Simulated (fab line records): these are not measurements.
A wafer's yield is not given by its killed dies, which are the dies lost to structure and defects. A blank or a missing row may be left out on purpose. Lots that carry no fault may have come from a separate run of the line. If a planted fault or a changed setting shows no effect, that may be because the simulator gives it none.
What tool caused it?    flow n5 finfet    30 wafers from 10 lots sampled at 6 of the route's 1938 steps

== WHAT THE GAUGES SHOWED, per wafer ==
N5_BEOL_M1_RS_MEAS_58: measures by four-point-probe.
lot   measured      on             M1_RS (ohm/sq)
L921  day 7 04:46   film metro-02  0.70 0.69 0.71
L920  day 7 04:50   film metro-01  0.66 0.68 0.60
L926  day 8 01:40   film metro-02  0.65 0.65 0.62
L925  day 8 04:23   film metro-01  0.69 0.65 0.66
L927  day 9 00:16   film metro-01  0.65 0.72 0.65
L930  day 9 21:24   film metro-02  0.73 0.68 0.65
L937  day 11 06:55  film metro-01  0.76 0.71 0.72
L940  day 11 10:03  film metro-01  0.65 0.70 0.66
L941  day 11 19:20  film metro-01  0.67 0.65 0.68
L942  day 12 14:02  film metro-01  0.70 0.69 0.72

N5_BEOL_M2_THK_MEAS_01.
lot   measured      on             M2_ILD_THK (nm)
L921  day 7 04:53   film metro-02  78.2 77.3 78.8
L920  day 7 04:58   film metro-02  76.7 79.4 78.5
L926  day 8 02:04   film metro-01  158.9 159.7 160.2
L925  day 8 04:32   film metro-02  77.5 79.0 78.0
L927  day 9 00:24   film metro-01  78.8 80.3 81.0
L930  day 9 21:32   film metro-01  78.2 79.4 79.2
L937  day 11 07:17  film metro-02  158.6 161.1 162.4
L940  day 11 10:11  film metro-02  78.6 78.7 79.4
L941  day 11 19:28  film metro-02  78.8 80.6 80.7
L942  day 12 14:10  film metro-01  78.3 80.0 79.6

N5_BEOL_M4_RC_MEAS_101.
lot   measured      on         DIBL_N (mV/V)   DIBL_P (mV/V)   IOFF_N (nA/um)     IOFF_P (nA/um)  ION_N (uA/um)  ION_P (uA/um)  SS_N (mV/dec)   SS_P (mV/dec)   VT_N (mV)          VT_P (mV)
L921  day 9 05:26   prober-01  35.0 38.3 39.0  33.2 38.5 38.7  0.116 0.186 0.196  0.17 0.26 0.26  670 688 700    455 474 477    71.2 72.9 72.4  73.0 73.9 73.9  252.2 245.6 245.2  -252 -247 -246
L920  day 9 00:48   prober-02  37.5 34.2 36.4  37.4 33.4 35.8  0.178 0.133 0.157  0.29 0.23 0.26  673 672 666    469 475 468    71.7 70.0 71.2  73.6 73.3 73.5  248.0 251.1 253.0  -242 -245 -243
L925  day 11 22:34  prober-01  38.5 34.9 37.2  40.8 36.2 39.1  0.191 0.124 0.178  0.23 0.17 0.20  689 654 700    469 455 465    71.7 71.2 71.2  73.7 73.0 74.1  247.8 255.7 246.3  -248 -254 -252
L927  day 12 05:21  prober-01  36.9 35.5 36.7  37.4 35.5 36.4  0.154 0.126 0.142  0.20 0.18 0.18  673 660 670    455 455 455    71.7 72.1 71.4  73.4 72.6 73.1  252.1 252.8 250.3  -252 -252 -254
L930  day 13 03:38  prober-02  38.4 36.0 37.1  38.3 35.2 35.5  0.186 0.135 0.162  0.21 0.17 0.18  689 667 677    457 452 456    71.5 71.5 71.9  73.9 73.1 73.5  247.5 250.2 250.1  -252 -253 -255
L940  day 15 06:22  prober-01  35.8 36.0 39.1  35.9 36.7 38.8  0.150 0.158 0.214  0.18 0.20 0.23  663 665 697    453 462 468    71.1 71.2 71.9  72.5 72.8 73.2  251.4 247.5 244.7  -251 -249 -251
L941  day 15 06:41  prober-02  37.4 37.1 34.3  39.0 37.7 34.6  0.203 0.182 0.134  0.29 0.27 0.21  690 676 668    476 471 466    71.6 71.2 70.7  74.1 73.0 72.8  243.0 246.8 252.2  -243 -244 -243
L942  day 15 08:19  prober-01  36.7 37.2 36.0  35.6 37.2 34.8  0.158 0.174 0.164  0.24 0.26 0.23  666 677 686    465 471 477    71.5 71.2 71.5  73.4 73.7 73.0  252.7 247.7 248.4  -247 -243 -247

== TOOL THAT RAN EACH LOT (tool first, then ch and the chambers of the sampled wafers, then the start) ==
lot   N5_BEOL_M1_PRE_CLEAN_60           N5_BEOL_M1_CO_CAP_55              N5_BEOL_M2_ILD_DEP_00
L921  cvd co-01 ch 0,2, day 7 04:32     cvd co-01 ch 0,2, day 7 04:35     pecvd-02 ch 1,2, day 7 04:50
L920  cvd co-02 ch 0,1,2, day 7 04:37   cvd co-02 ch 0,1,2, day 7 04:40   pecvd-03 ch 0,2, day 7 04:55
L926  cvd co-01 ch 0,2, day 8 01:23     cvd co-01 ch 0,2, day 8 01:27     pecvd-03 ch 0,1,2, day 8 01:44
L925  cvd co-01 ch 0,1,2, day 8 04:10   cvd co-01 ch 0,1,2, day 8 04:13   pecvd-04 ch 2, day 8 04:28
L927  cvd co-02 ch 0,2, day 9 00:02     cvd co-02 ch 0,2, day 9 00:05     pecvd-03 ch 0,2, day 9 00:20
L930  cvd co-02 ch 0,1, day 9 21:10     cvd co-02 ch 0,1, day 9 21:13     pecvd-02 ch 0,1, day 9 21:28
L937  cvd co-02 ch 0,1, day 11 06:42    cvd co-02 ch 0,1, day 11 06:44    pecvd-02 ch 0,2, day 11 06:59
L940  cvd co-02 ch 1,2, day 11 09:50    cvd co-02 ch 1,2, day 11 09:52    pecvd-04 ch 1,2, day 11 10:07
L941  cvd co-01 ch 0,1,2, day 11 19:07  cvd co-01 ch 0,1,2, day 11 19:09  pecvd-03 ch 0,1,2, day 11 19:24
L942  cvd co-01 ch 0,2, day 12 13:49    cvd co-01 ch 0,2, day 12 13:52    pecvd-03 ch 1,2, day 12 14:07
- N5_BEOL_M1_PRE_CLEAN_60: time 15 s.
- N5_BEOL_M1_CO_CAP_55: material Co, precursor CCTBA/H2, target thk 2 nm, time 102.1 s.
- N5_BEOL_M2_ILD_DEP_00: deposits SiOC from DEMS/O2, target thk 79 nm, time 15.3 s.

== WHAT THE TOOLS THEMSELVES READ (means of the sampled wafers that have a number; where no wafer has one, the mark that the record gives instead) ==
N5_BEOL_M1_PRE_CLEAN_60.
lot   tool       heater power w (W)
L921  cvd co-01  83
L920  cvd co-02  89
L926  cvd co-01  86
L925  cvd co-01  84
L927  cvd co-02  85
L930  cvd co-02  97
L937  cvd co-02  97
L940  cvd co-02  92
L941  cvd co-01  84
L942  cvd co-01  88

N5_BEOL_M1_CO_CAP_55.
lot   tool       heater power w (W)
L921  cvd co-01  231
L920  cvd co-02  238
L926  cvd co-01  239
L925  cvd co-01  238
L927  cvd co-02  237
L930  cvd co-02  251
L937  cvd co-02  253
L940  cvd co-02  247
L941  cvd co-01  235
L942  cvd co-01  238

N5_BEOL_M2_ILD_DEP_00.
lot   tool      heater power w (W)  showerhead plenum p Torr (Torr)  throttle valve pct (%)
L921  pecvd-02  524                 5.712                            12.4
L920  pecvd-03  435                 5.684                            12.0
L926  pecvd-03  462                 5.707                            11.9
L925  pecvd-04  499                 5.714                            11.8
L927  pecvd-03  481                 5.682                            12.1
L930  pecvd-02  496                 5.702                            12.7
L937  pecvd-02  498                 5.697                            11.8
L940  pecvd-04  545                 5.715                            12.6
L941  pecvd-03  468                 5.705                            11.9
L942  pecvd-03  475                 5.704                            11.5

== THE ANSWER, worked out from the rows above alone ==
Rule: usual is defined by the lots themselves. Put in order of their means at a reading, lots are off if they are a third of the lots or fewer, leave a main group of 4 or more, and stand apart from it by a gap of 3 or more times the standard deviation of the main group's means; of several such gaps the widest counts. A main group is skipped when, at the precision printed for the reading in the tables above, its means are all equal. A lot without any number at a reading at which 4 lots or more have one is off too. Any other lot the step has rows for is counted as sound. Order of review: gauges by route order, followed by the tools' own readings, for which a lot's mean as printed above is used. The first step at which some lot is off is used, and at that step the reading that is off furthest; a lot without a number counts as furthest.
Off: L926, L937, seen at N5_BEOL_M2_THK_MEAS_01 (M2_ILD_THK). The main group has a mean of 79.0 nm with a standard deviation of 0.74.
If a tool, at a process step before that reading, ran all the lots that are off and no sound lot after the first of them, it fits. Those tools and the gauges at N5_BEOL_M2_THK_MEAS_01 are tried in the same way. Of those tried, none fits.

== WHAT THE SIMULATOR HAD PUT IN ==
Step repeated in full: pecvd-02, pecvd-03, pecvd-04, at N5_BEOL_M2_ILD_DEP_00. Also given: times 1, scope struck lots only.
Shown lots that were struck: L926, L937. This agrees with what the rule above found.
